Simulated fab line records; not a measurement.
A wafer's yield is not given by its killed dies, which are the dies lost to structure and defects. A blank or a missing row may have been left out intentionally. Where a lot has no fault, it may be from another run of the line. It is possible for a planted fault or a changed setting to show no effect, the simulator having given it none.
Struck lot and sound lot, side by side    flow nandHarc    18 out of 1302 route steps
Sound: wafers L642.1, L642.4, L642.6. Wafers struck: L651.1, L651.2, L651.3. Last of all comes the cause.
For every step that has rows: the tool of each side, followed by ch and its chambers, followed by its first start. Under that, the readings that differ: sound wafers    struck wafers    difference of the means    sigmas: that difference in standard deviations of wafers without a fault.
alike: a reading whose means differ by less than 2 such deviations, as well as words and numbers matching on both sides. not compared: withheld readings; readings where some wafer has no value; bounds like >300 that might hide an equal value; numbers whose values overlap and for which the record gives no deviation.
The two part at a step that has a row with sigmas, a row that says differs or no value, or rows on one side only. Numbers that don't overlap but have no deviation are shown without sigmas and don't part them. Lack of a reading on every wafer of one side parts them only where that side has two or more wafers.

NHARC_P_ZERO_WELL_CD_MEAS_24 targets a cd of 720 nm.
  sound on cdSem-01 ch 0, day 2 08:20; struck on cdSem-03 ch 0, day 6 02:35
  alike: cdNm
then, 1 step without rows for these wafers: NHARC_P_ZERO_WELL_HARDBAKE_25 (time 80 s).
NHARC_P_ZERO_WELL_DESCUM_26: chemistry O2, time 3 s.
  sound on rieDiel-04 ch 0,2,3, day 2 08:31; struck on rieDiel-13 ch 0,1,2, day 6 02:44
  alike: drypumpMotorCurrentA, oesProductAu, rfVppV, showerheadPlenumPTorr, throttleValvePct
  not compared: rfHoursCounterH
then, 9 steps without rows for these wafers: NHARC_P_ZERO_WELL_IMPLANT_27; NHARC_P_ZERO_WELL_IMPLANT_57; NHARC_P_ZERO_WELL_IMPLANT_58; NHARC_P_ZERO_WELL_STRIP_28 (strips in SPM, time 840 s); NHARC_P_ZERO_WELL_DEHYDRATE_29 (time 120 s); NHARC_P_ZERO_WELL_HMDS_30 (time 30 s); NHARC_P_ZERO_WELL_COAT_31; NHARC_P_ZERO_WELL_SOFTBAKE_32 (time 95 s); NHARC_P_ZERO_WELL_EBR_33.
NHARC_P_ZERO_WELL_EXPOSE_34: exposes mask P PWELL, target cd 720 nm.
  sound on krfScanner-03 ch 0, day 2 09:41; struck on krfScanner-01 ch 0, day 6 03:56
reading  sound                          struck                      difference  sigmas
mask     P_PWELL#0 P_PWELL#0 P_PWELL#0  P_HVPW#0 P_HVPW#0 P_HVPW#0  differs     
then, 2 steps without rows for these wafers: NHARC_P_ZERO_WELL_PEB_35 (peb time 85 s); NHARC_P_ZERO_WELL_DEVELOP_36 (time 70 s).
NHARC_P_ZERO_WELL_CD_MEAS_37 targets a cd of 720 nm.
  sound on cdSem-01 ch 0, day 2 09:51; struck on cdSem-01 ch 0, day 6 04:05
reading    sound              struck  difference                     sigmas
cdNm (nm)  719.1 715.7 718.3  - - -   no value on the struck wafers  
then, 1 step without rows for these wafers: NHARC_P_ZERO_WELL_HARDBAKE_38 (time 80 s).
-- record jumps: 23 days between struck wafers' starts before vs after; left off in module P_ZERO_WELL, resumes in module END, first step shown is number 1302 of the route --
NHARC_END_SORT_01:
  sound on prober-01 ch 0, day 25 09:14; struck on prober-02 ch 0, day 28 21:48
reading            sound     struck                                                             difference                    sigmas
hold               - - -     awaitDispo/3.4h/scrap awaitDispo/3.4h/scrap awaitDispo/3.4h/scrap  no value on the sound wafers  
killedAtArray      74 76 71  39 29 36                                                           -39                           -2
killedAtPeriphery  4 2 3     637 648 641                                                        +639                          +99 or more
killedDies         78 79 74  677 677 677                                                        +600                          +38
  alike: killedAtOther, killedOpen, killedShort

## WHERE THEY PART
Earliest at NHARC_P_ZERO_WELL_EXPOSE_34; latest, in this record, at NHARC_END_SORT_01.

WHY: what had been put in by the simulator
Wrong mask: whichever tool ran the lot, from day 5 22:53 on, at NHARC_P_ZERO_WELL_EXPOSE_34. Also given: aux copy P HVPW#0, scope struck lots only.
